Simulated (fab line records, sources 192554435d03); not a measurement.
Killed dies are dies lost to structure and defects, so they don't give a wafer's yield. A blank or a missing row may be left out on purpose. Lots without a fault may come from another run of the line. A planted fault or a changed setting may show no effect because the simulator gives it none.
Chamber matching | flow n5_finfet | N5_BEOL_M7_CURE_74 on uv_cure-02: 3 sister chambers
The step cures SiCOH lowk, time 240 s. 6 wafers are shown with their chamber, then 7 later ones without.

WAFERS WITH THEIR CHAMBER
wafer  | chamber | wafer_temp_C_max | lamp_power_pct (%)
L077.4 | 2       | 386.4            | 52.22
L077.6 | 2       | 386.7            | 52.33
L083.5 | 1       | 387.1            | 52.28
L083.6 | 1       | 387.6            | 52.34
L089.2 | 0       | 386.9            | 52.35
L089.4 | 0       | 387.4            | 52.35

WAFERS WITHOUT THEIR CHAMBER
wafer  | wafer_temp_C_max | lamp_power_pct (%)
L089.5 | 387.2            | 52.29
L092.2 | 386.5            | 52.37
L092.4 | 386.2            | 52.23
L092.6 | 386.4            | 52.30
L096.2 | 386.6            | 52.36
L096.3 | 387.3            | 52.33
L096.6 | 386.4            | 52.37

WHICH CHAMBER EACH WENT THROUGH
wafer  | from the rows above          | in truth
L089.5 | can't be placed: 1 or 0 or 2 | 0
L092.2 | can't be placed: 2 or 0 or 1 | 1
L092.4 | 2                            | 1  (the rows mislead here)
L092.6 | can't be placed: 2 or 0      | 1
L096.2 | can't be placed: 2 or 0 or 1 | 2
L096.3 | can't be placed: 1 or 0      | 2
L096.6 | can't be placed: 2 or 0 or 1 | 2
Placed correctly: 0 of 7. Can't be placed from these rows: 6 (the true chamber is among the candidates in 4). Placed wrongly: 1.
How it was worked out, from the rows above alone: a wafer's distance from a chamber is the root of the sum, over the readings, of the square of ((its reading less the chamber's mean) divided by the reading's scatter). The wafer belongs to the nearest chamber; if the next one is less than 2 further off, it can't be placed. A chamber's mean is the mean of its shown wafers. The scatter: the root of (the sum of the squares of (reading less its chamber's mean) over the shown wafers, divided by (wafers less chambers)).
